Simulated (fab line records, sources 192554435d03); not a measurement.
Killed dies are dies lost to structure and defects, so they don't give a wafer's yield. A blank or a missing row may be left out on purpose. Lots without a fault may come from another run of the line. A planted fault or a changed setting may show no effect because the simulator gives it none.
Chamber matching | flow n5_finfet | N5_BEOL_M5_DESCUM_33 on rie_diel-04: 4 sister chambers
The step chemistry O2, time 7 s. 8 wafers are shown with their chamber, then 8 later ones without.

WAFERS WITH THEIR CHAMBER
wafer  | chamber | showerhead_plenum_p_Torr (Torr) | throttle_valve_pct (%)
L075.5 | 1       | 2.00                            | 20.7
L077.3 | 1       | 2.00                            | 20.8
L088.1 | 3       | 2.09                            | 19.7
L088.3 | 0       | 2.25                            | 20.2
L088.4 | 3       | 2.09                            | 19.8
L088.5 | 2       | 2.14                            | 20.5
L088.6 | 0       | 2.25                            | 20.2
L092.1 | 2       | 2.13                            | 20.5

WAFERS WITHOUT THEIR CHAMBER
wafer  | showerhead_plenum_p_Torr (Torr) | throttle_valve_pct (%)
L092.4 | 2.09                            | 19.7
L092.5 | 2.26                            | 20.6
L087.1 | 2.26                            | 20.6
L087.3 | 2.13                            | 20.5
L087.5 | 2.09                            | 19.8
L095.1 | 2.25                            | 20.6
L095.3 | 2.08                            | 19.8
L095.4 | 2.13                            | 20.5

WHICH CHAMBER EACH WENT THROUGH
wafer  | from the rows above | in truth
L092.4 | 3                   | 3
L092.5 | 0                   | 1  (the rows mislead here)
L087.1 | 0                   | 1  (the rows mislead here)
L087.3 | 2                   | 2
L087.5 | 3                   | 3
L095.1 | 0                   | 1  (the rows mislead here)
L095.3 | 3                   | 3
L095.4 | 2                   | 2
Placed correctly: 5 of 8. Can't be placed from these rows: 0. Placed wrongly: 3.
How it was worked out, from the rows above alone: a wafer's distance from a chamber is the root of the sum, over the readings, of the square of ((its reading less the chamber's mean) divided by the reading's scatter). The wafer belongs to the nearest chamber; if the next one is less than 2 further off, it can't be placed. A chamber's mean is the mean of its shown wafers. The scatter: the root of (the sum of the squares of (reading less its chamber's mean) over the shown wafers, divided by (wafers less chambers)).
